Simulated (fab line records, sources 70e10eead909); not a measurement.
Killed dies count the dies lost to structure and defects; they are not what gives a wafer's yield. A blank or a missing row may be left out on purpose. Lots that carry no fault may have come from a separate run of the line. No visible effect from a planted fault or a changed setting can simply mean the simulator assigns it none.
Code-filled problem report in 8D (eight disciplines) form | flow nand harc | the parts of the form that need people (team, actions taken, sign-off) are left out

== 1. THE ISSUE ==
run length s at NHARC_THIN_TSV_ETCH_36 reads a mean of 35.1 s on 2 wafers of 2 lots; wafers without a fault read 40.0 s with a standard deviation of 0.42. That is -12 standard deviations from the usual mean.
The step: etches the open film in Cl2/BCl3, target depth 65 nm, time 18.571 s.
First seen on wafer L948.4, day 30 04:26, on rie metal-01. Wafers with a number at this step in the record: 40, from 14 lots. The rule behind "out" and "out of limits": a value lying over 4 standard deviations away from the usual mean. All remaining wafers that have a number are taken as sound.

== 2. WHAT IT IS, WHAT IT ISN'T ==
question                    | is                | is not
which readings at this step | run length s      | drypump motor current A, oes product au
which lots                  | L948, L952        | L935, L937, L938, L942, L944, L945, L946, L947, L949, L954, L957, L958
which wafers of those lots  | L948.4, L952.4    | L948.3, L952.1
read on which tools         | rie metal-01      | rie metal-02, rie metal-03
when                        | from day 30 04:26 | up to then (25 sound wafers); but 13 sound wafers of L949, L952, L954, L957, L958 came after

== 3. WHAT RULES OUT EACH SUSPECT ==
Counting: if a tool at a process step up to the reading ran every lot that is out, it stays a suspect. Sound lots after the first of them don't rule it out here, since some wafers of a struck lot are sound.
- rtp anneal-02 at NHARC_THIN_TSV_ANNEAL_52 (time 90 s): kept. Every lot that is out went through it, the first being L948 (day 30 02:02); the last sound lot it ran before that was L947 (day 29 21:42).
- rie metal-01 at NHARC_THIN_TSV_ETCH_36 (etches the open film in Cl2/BCl3, target depth 65 nm, time 18.571 s): kept. Every lot that is out went through it, the first being L948 (day 30 04:26); the last sound lot it ran before that was L947 (day 30 00:10). On those wafers its own readings are out: run length s.
- Within rie metal-01 at NHARC_THIN_TSV_ETCH_36, the wafers that are out were processed in chamber 1 and their sound lot-mates in chamber 0.
After counting, rtp anneal-02 at NHARC_THIN_TSV_ANNEAL_52 and rie metal-01 at NHARC_THIN_TSV_ETCH_36 remain.

== 4. THE CAUSE (what the simulator had put in) ==
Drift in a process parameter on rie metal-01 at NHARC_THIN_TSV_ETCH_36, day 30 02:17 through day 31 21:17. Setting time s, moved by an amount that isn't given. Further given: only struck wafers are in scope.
This tool is one of the 2 suspects left after counting.

== 5. SEQUENCE OF EFFECTS, ordered by route ==
Each row: a reading where the mean over the struck wafers with a number is more than 3 standard deviations away from the usual. Readings are gone through only where the record gives a usual standard deviation; hours: the median, over the lots, of the time from a lot's start at the first step in this table giving one to that lot's start at this step; sigmas: the change measured in usual standard deviations.
hours | step                   | reading      | usual  | on struck wafers | change | sigmas
0     | NHARC_THIN_TSV_ETCH_36 | run length s | 40.0 s | 35.1             | -4.9   | -12
The process steps in it:
- NHARC_THIN_TSV_ETCH_36: etches the open film in Cl2/BCl3, target depth 65 nm, time 18.571 s.

== 6. WHAT WOULD HAVE CAUGHT IT SOONER ==
In this record no reading fell out of limits until day 30 04:26, 2 hours after the fault had begun at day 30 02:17.
